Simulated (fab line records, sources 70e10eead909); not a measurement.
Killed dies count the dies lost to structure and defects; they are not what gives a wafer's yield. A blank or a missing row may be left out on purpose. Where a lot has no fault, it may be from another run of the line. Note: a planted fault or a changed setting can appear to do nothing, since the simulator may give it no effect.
A lot that was struck, set against a sound lot | flow nand harc | 15 steps out of a route of 1302
Sound: the wafers L944.2, L944.5, L944.6. Wafers struck: L957.3, L957.4, L957.6. The cause is named last.
Order at every step that has rows: each side's tool, ch and its chambers, its first start. Under that, the readings that differ: sound wafers | struck wafers | difference of the means | sigmas: that difference in standard deviations of wafers without a fault.
alike: readings with means less than 2 such deviations apart, plus words and numbers identical on both sides. not compared: withheld readings, readings lacking a value on some wafer, bounds such as >300 that could conceal the same value, and numbers that have no deviation in the record and whose values overlap.
The two part at a step that has a row with sigmas, a row that says differs or no value, or rows on one side only. Numbers that have no deviation but don't overlap get no sigmas and don't part them. A reading missing from all wafers of one side parts the sides only when that side holds two or more wafers.

first, 7 steps without rows for these wafers: NHARC_P_M2_COAT_34 (time 65 s); NHARC_P_M2_COAT_03 (resist thk 90 nm); NHARC_P_M2_SOFTBAKE_04 (time 55 s); NHARC_P_M2_EBR_05; NHARC_P_M2_EXPOSE_06 (exposes mask P M2, target cd 170 nm); NHARC_P_M2_PEB_07 (peb time 65 s); NHARC_P_M2_DEVELOP_08 (develop time 35 s).
NHARC_P_M2_CD_MEAS_09: target cd 170 nm.
  sound on cd sem-02 ch 0, day 7 02:31; struck on cd sem-03 ch 0, day 11 18:25
  alike: cd nm
NHARC_P_M2_OVL_MEAS_10: pitch 340 nm.
  sound on overlay-01, day 7 02:35; struck on overlay-02, day 11 18:30
  alike: overlay x nm, overlay y nm
NHARC_P_M2_INSPECT_11:
  sound on defect inspect-01, day 7 02:38; struck on defect inspect-02, day 11 18:32
  alike: raw defect count
NHARC_P_M2_DESCUM_14: chemistry O2, time 3 s.
  sound on rie diel-01 ch 1,2, day 7 02:41; struck on rie diel-01 ch 0,2,3, day 11 18:37
  alike: drypump motor current A, oes product au, rf vpp V, showerhead plenum p Torr, throttle valve pct
  not compared: rf hours counter h
NHARC_P_M2_ETCH_35: etches the open film in N2/H2, target depth 40 nm, overetch 12 nm, time 43.94 s.
  sound on rie diel-01 ch 2,3, day 7 02:47; struck on rie diel-01 ch 1,3, day 11 18:41
  alike: drypump motor current A, oes product au, rf vpp V, run length s, showerhead plenum p Torr, throttle valve pct
  not compared: rf hours counter h
NHARC_P_M2_ETCH_15: etches the open film in C4F8/Ar, target depth 182.5 nm, time 91.2 s.
  sound on rie diel-01 ch 1,2, day 7 02:52; struck on rie diel-01 ch 0,1, day 11 18:47
  reading          | sound             | struck            | difference | sigmas
  run length s (s) | 111.8 112.5 112.3 | 105.1 104.7 105.2 | -7.2       | -21
  alike: oes product au, rf vpp V
  not compared: rf hours counter h
NHARC_P_M2_CD_MEAS_16:
  sound on cd sem-03, day 7 03:00; struck on cd sem-02, day 11 18:55
  alike: cd nm
-- record jumps: 18 days between struck wafers' starts before vs after; left off in module P_M2, resumes in module END, first step shown is number 1302 of the route --
NHARC_END_SORT_01:
  sound on prober-02 ch 0, day 25 16:32; struck on prober-01 ch 0, day 30 01:55
  reading            | sound       | struck      | difference | sigmas
  sort_bin_4_pct (%) | 4.6 4.4 4.3 | 8.4 7.8 7.2 | +3.4       | +2
  alike: defect limited yield, killed at array, killed at other, killed at periphery, killed dies, killed open, killed short, sort_bin_2_pct, sort_bin_3_pct, sort n pass, sort rim yield pct, sort yield pct

WHERE THEY PART
Last at NHARC_END_SORT_01 as far as this record goes, first at NHARC_P_M2_ETCH_15.

WHY: whatever the simulator had introduced
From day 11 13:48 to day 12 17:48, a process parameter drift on rie diel-01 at NHARC_P_M2_ETCH_15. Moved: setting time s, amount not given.
